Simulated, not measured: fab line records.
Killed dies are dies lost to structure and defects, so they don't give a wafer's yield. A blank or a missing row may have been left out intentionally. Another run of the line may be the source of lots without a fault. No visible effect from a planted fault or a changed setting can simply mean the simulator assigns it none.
Code-filled problem report in 8D (eight disciplines) form    flow n5Finfet    the parts of the form that need people (team, actions taken, sign-off) are left out

## 1. WHAT IS WRONG
At N5_BEOL_M11_CURE_72, lampPowerPct averages 51.46 % over 3 wafers from 3 lots, while fault-free wafers read 52.31 %, standard deviation 0.054. Relative to the usual mean, that is a shift of -16 standard deviations.
The step: cures SiCOH lowk, time 120 s.
First seen on wafer L256.5, day 15 15:50, on uvCure-03. Wafers with a number at this step in the record: 19, from 7 lots. Rule for "out" (also "out of limits"): further than 4 standard deviations from the usual mean. The other wafers with a number count as sound.

## 2. WHAT IT IS, AND WHAT IT ISN'T
question                     is                        is not
which readings at this step  lampPowerPct, runLengthS  wafer_temp_C_max
which lots                   L255, L256, L258          L248, L249, L251, L254
which wafers of those lots   L255.5, L256.5, L258.4    L255.3, L256.3, L256.6, L258.3
read on which tools          uvCure-03                 uvCure-01, uvCure-02
when                         from day 15 15:50         up to then (14 sound wafers); but 2 sound wafers of L255, L258 came after

## 3. WHAT RULES OUT EACH SUSPECT
Counting: if a tool at a process step up to the reading ran every lot that is out, it stays a suspect. Sound lots after the first of them don't rule it out here, since some wafers of a struck lot are sound.
- rieDiel-02 at N5_BEOL_M11_VIA_ETCH_34 (etches SiCOH lowk in C4F6/O2, target depth 184.5 nm, time 69.2 s): kept. Every lot that is out went through it, the first being L256 (day 15 15:15); the last sound lot it ran before that was L254 (day 15 01:51).
- rieDiel-02 at N5_BEOL_M11_STRIP_36 (strips in N2/H2): kept. Every lot that is out went through it, the first being L256 (day 15 15:19); the last sound lot it ran before that was L254 (day 15 01:55).
- rieDiel-02 at N5_BEOL_M11_ETCH_41 (etches SiCN in CH3F/O2, target depth 42.6 nm, time 86 s): kept. Every lot that is out went through it, the first being L256 (day 15 15:32); the last sound lot it ran before that was L254 (day 15 02:08). Because N5_BEOL_M11_ETCH_41 lacks a start for some lots, the hours and order of its lots are taken from N5_BEOL_M11_OCD_MEAS_38.
- rieDiel-02 at N5_BEOL_M11_STRIP_77 (strips in N2/H2, time 10 s): kept. Every lot that is out went through it, the first being L256 (day 15 15:32); the last sound lot it ran before that was L254 (day 15 02:08). Because N5_BEOL_M11_STRIP_77 lacks a start for some lots, the hours and order of its lots are taken from N5_BEOL_M11_OCD_MEAS_38.
- uvCure-03 at N5_BEOL_M11_CURE_72 (cures SiCOH lowk, time 120 s): kept. Every lot that is out went through it, the first being L256 (day 15 15:50); the last sound lot it ran before that was L248 (day 13 11:39). Its own readings are out on those wafers: lampPowerPct, runLengthS.
Left after counting: rieDiel-02 at N5_BEOL_M11_VIA_ETCH_34, rieDiel-02 at N5_BEOL_M11_STRIP_36, rieDiel-02 at N5_BEOL_M11_ETCH_41, rieDiel-02 at N5_BEOL_M11_STRIP_77, uvCure-03 at N5_BEOL_M11_CURE_72.

## 4. THE CAUSE (what the simulator had put in)
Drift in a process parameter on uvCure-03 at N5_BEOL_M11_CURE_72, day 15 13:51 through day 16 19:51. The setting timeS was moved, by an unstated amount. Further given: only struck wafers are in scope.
Counting left 5 suspects, and this tool is among them.

## 5. THE EFFECT CHAIN, in route order
Each row: a reading whose mean over the struck wafers that have a number lies more than 3 standard deviations from the usual. Only readings for which the record gives a usual standard deviation are gone through. hours: the time from each lot's start at the first step in this table that gives one to its start at this step, as a median over the lots. sigmas: the change in usual standard deviations.
hours  step                 reading       usual    on struck wafers  change  sigmas
0      N5_BEOL_M11_CURE_72  lampPowerPct  52.31 %  51.46             -0.85   -16
0      N5_BEOL_M11_CURE_72  runLengthS    178.3 s  161.7             -16.6   -15
Here are the process steps it includes:
- N5_BEOL_M11_CURE_72: cures SiCOH lowk, time 120 s.

## 6. WHAT WOULD HAVE CAUGHT IT SOONER
In this record the first reading out of limits was taken at day 15 15:50, 2 hours after the fault began at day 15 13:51.
